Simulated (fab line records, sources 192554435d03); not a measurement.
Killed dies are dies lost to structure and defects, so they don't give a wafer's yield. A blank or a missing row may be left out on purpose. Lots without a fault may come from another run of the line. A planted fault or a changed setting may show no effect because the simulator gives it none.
Which tool did it? | flow n5_finfet | 12 lots, 36 wafers sampled, at 2 steps of a route of 1938

WHAT THE GAUGES READ, wafer by wafer
N5_BEOL_M1_CD_MEAS_28: target cd y 23.3 nm.
lot  | measured     | on        | cd_nm (nm)
L074 | day 6 04:58  | cd_sem-01 | 23.87 23.93 23.91
L077 | day 6 18:20  | cd_sem-02 | 23.98 23.99 23.76
L079 | day 7 07:22  | cd_sem-02 | 24.50 24.21 23.82
L081 | day 7 16:50  | cd_sem-01 | 24.12 23.90 24.02
L083 | day 8 07:39  | cd_sem-03 | 23.86 24.23 23.76
L085 | day 9 08:11  | cd_sem-02 | 24.36 24.44 24.11
L087 | day 10 07:51 | cd_sem-01 | 24.04 23.75 24.13
L089 | day 10 14:23 | cd_sem-02 | 24.04 24.37 23.82
L090 | day 10 16:46 | cd_sem-03 | 23.82 23.81 24.01
L093 | day 11 02:45 | cd_sem-03 | 24.10 23.97 23.83
L095 | day 11 13:58 | cd_sem-02 | 24.07 24.62 23.85
L097 | day 12 01:40 | cd_sem-03 | 23.90 24.39 23.83

WHICH TOOL RAN EACH LOT (tool, then ch and the chambers of the sampled wafers, then the start)
lot  | N5_BEOL_M1_STRIP_19
L074 | rie_diel-01 ch 1,2,3, day 6 04:35
L077 | rie_diel-01 ch 0,1,2, day 6 17:49
L079 | rie_diel-04 ch 0,3, day 7 06:55
L081 | rie_diel-01 ch 1,3, day 7 16:17
L083 | rie_diel-03 ch 2,3, day 8 07:08
L085 | rie_diel-03 ch 0,1,3, day 9 07:40
L087 | rie_diel-01 ch 0,2, day 10 07:20
L089 | rie_diel-01 ch 0,2, day 10 13:57
L090 | rie_diel-03 ch 0,2, day 10 15:44
L093 | rie_diel-03 ch 1,3, day 11 02:22
L095 | rie_diel-03 ch 1,2,3, day 11 13:34
L097 | rie_diel-01 ch 0,2,3, day 12 01:09
- N5_BEOL_M1_STRIP_19: strips in O2.

THE ANSWER, worked out from the rows above alone
Rule: what is usual is taken from the lots themselves. Put in order of their means at a reading, lots are off if they are a third of the lots or fewer, leave a main group of 4 or more, and stand apart from it by a gap of 3 or more times the standard deviation of the main group's means; of several such gaps the widest counts. A main group whose means are all the same, to the digits that the tables above print for the reading, isn't used. A lot without any number at a reading at which 4 lots or more have one is off too. The other lots that the step has rows for count as sound.
No lot is off at any reading shown: from this, nothing can be told.

WHAT THE SIMULATOR HAD PUT IN
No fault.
